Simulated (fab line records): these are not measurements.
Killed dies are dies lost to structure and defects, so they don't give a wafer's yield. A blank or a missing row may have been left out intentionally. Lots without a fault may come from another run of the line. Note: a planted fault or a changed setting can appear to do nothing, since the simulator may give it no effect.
Chamber matching | flow n5 finfet | 4 sister chambers for N5_BEOL_M12_ETCH_38 on rie diel-01
The step etches SiCN in CF4/N2, target depth 68.7 nm, time 73.4 s. 4 wafers are shown with their chamber, then 8 later ones without.

EACH WAFER AND ITS CHAMBER
wafer  | chamber | throttle valve pct (%)
L087.2 | 1       | 15.42
L087.3 | 3       | 15.77
L087.6 | 2       | 15.65
L086.1 | 0       | 15.58

WAFERS WHOSE CHAMBER IS MISSING
wafer  | throttle valve pct (%)
L086.3 | 15.43
L086.5 | 15.42
L093.2 | 15.61
L093.3 | 15.68
L093.4 | 15.62
L096.1 | 15.49
L096.2 | 15.31
L096.5 | 15.30

EACH ONE'S CHAMBER
wafer  | from the rows above          | in truth
L086.3 | 1                            | 1
L086.5 | 1                            | 1
L093.2 | can't be placed: 0 or 2 or 3 | 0
L093.3 | can't be placed: 2 or 3 or 0 | 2
L093.4 | can't be placed: 2 or 0 or 3 | 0
L096.1 | can't be placed: 1 or 0 or 2 | 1
L096.2 | 1                            | 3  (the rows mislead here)
L096.5 | 1                            | 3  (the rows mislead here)
Correct placement for 2 of the 8. These rows do not allow placing 4 (true chamber among the candidates in 4). Number placed wrongly: 2.
How it was worked out, from the rows above alone: a wafer's distance from a chamber is the root of the sum, over the readings, of the square of ((its reading less the chamber's mean) divided by the reading's scatter). If the next closest chamber is less than 2 further off than the closest, the wafer can't be placed; otherwise it belongs to the closest. Each chamber's mean is taken over the wafers shown for it. The scatter: with one shown wafer a chamber, the root of the mean of the squares of how far each hidden wafer lies from its nearest shown one.
